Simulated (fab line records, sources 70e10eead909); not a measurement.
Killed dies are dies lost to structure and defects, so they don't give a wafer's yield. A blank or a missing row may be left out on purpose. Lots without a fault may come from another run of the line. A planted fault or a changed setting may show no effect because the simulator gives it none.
A struck lot beside a sound one | flow nand_harc | 14 steps out of a route of 1302
Sound: wafers L565.1, L565.2, L565.3. Struck: wafers L552.1, L552.3, L552.5. The cause comes at the end.
At each step with rows: each side's tool, then ch and its chambers, then its first start. Under that, the readings that differ: sound wafers | struck wafers | difference of the means | sigmas: that difference in standard deviations of wafers without a fault.
alike: readings whose means differ by less than 2 such deviations, and words and numbers that are the same on both sides. not compared: withheld readings, readings that some wafer has no value for, bounds like >300 that may hide the same value, and numbers for which the record gives no deviation and whose values overlap.
The two part at a step that has a row with sigmas, a row that says differs or no value, or rows on one side only. Numbers that don't overlap but have no deviation are shown without sigmas and don't part them. A reading that every wafer of one side lacks parts them only if that side has two wafers or more.

NHARC_A_M0_PRE_CLEAN_29: time 30 s.
  sound on pvd_sputter-01; struck on pvd_sputter-02
  alike: heater_power_w
NHARC_A_M0_PVD_20: deposits TaN, target thk 5 nm, time 8.06 s.
  sound on pvd_sputter-01; struck on pvd_sputter-02
  alike: throttle_valve_pct
then, 2 steps without rows for these wafers: NHARC_A_M0_PVD_21 (deposits Cu, target thk 30 nm, time 20.49 s); NHARC_A_M0_ECD_22 (material Cu, target thk 400 nm).
NHARC_A_M0_ANNEAL_30: time 90 s.
  sound on rtp_anneal-01 ch 0, day 30 17:01; struck on rtp_anneal-02 ch 0, day 25 20:29
  alike: wafer_temp_C_max
then, 1 step without rows for these wafers: NHARC_A_M0_CMP_23 (polishes, t overpolish 20 s, target thk 113.75 nm).
NHARC_A_M0_THK_MEAS_24: measures by xrf.
  sound on film_metro-02, day 30 17:41; struck on film_metro-01, day 25 21:09
  alike: thk_nm
then, 1 step without rows for these wafers: NHARC_A_M0_SRD_25.
NHARC_A_M0_INSPECT_27:
  sound on defect_inspect-02, day 30 17:50; struck on defect_inspect-02, day 25 21:19
  alike: raw_defect_count
NHARC_A_M0_PRE_CLEAN_31: time 12 s.
  sound on pecvd-01 ch 0,1,2, day 30 17:55; struck on pecvd-01 ch 0,1, day 25 21:23
  alike: heater_power_w
NHARC_A_M0_DEP_32: deposits SiCN, target thk 30 nm.
  sound on pecvd-01 ch 0,1,2, day 30 17:59; struck on pecvd-01 ch 0,1, day 25 21:28
  alike: chamber_pressure_Torr, heater_power_outer_w, heater_power_w
NHARC_A_M1_DEP_00: deposits SiOC, target thk 182.5 nm.
  sound on pecvd-03 ch 0,1,2, day 30 18:25; struck on pecvd-03 ch 1,2, day 25 21:53
  no value came back on the struck wafers for chamber_pressure_Torr (Torr), rf_fwd_power_W (W); on the sound wafers chamber_pressure_Torr (Torr) reads 4.999 4.998 5.023
then, 1 step without rows for these wafers: NHARC_A_M1_DEHYDRATE_01 (time 120 s).
NHARC_END_SORT_01:
  the record has rows for the struck wafers here (prober-02 ch 0, day 27 09:20) and none for the sound ones

WHERE THEY PART
First at NHARC_A_M1_DEP_00; last, within this record, at NHARC_END_SORT_01.

WHY: what the simulator had put in
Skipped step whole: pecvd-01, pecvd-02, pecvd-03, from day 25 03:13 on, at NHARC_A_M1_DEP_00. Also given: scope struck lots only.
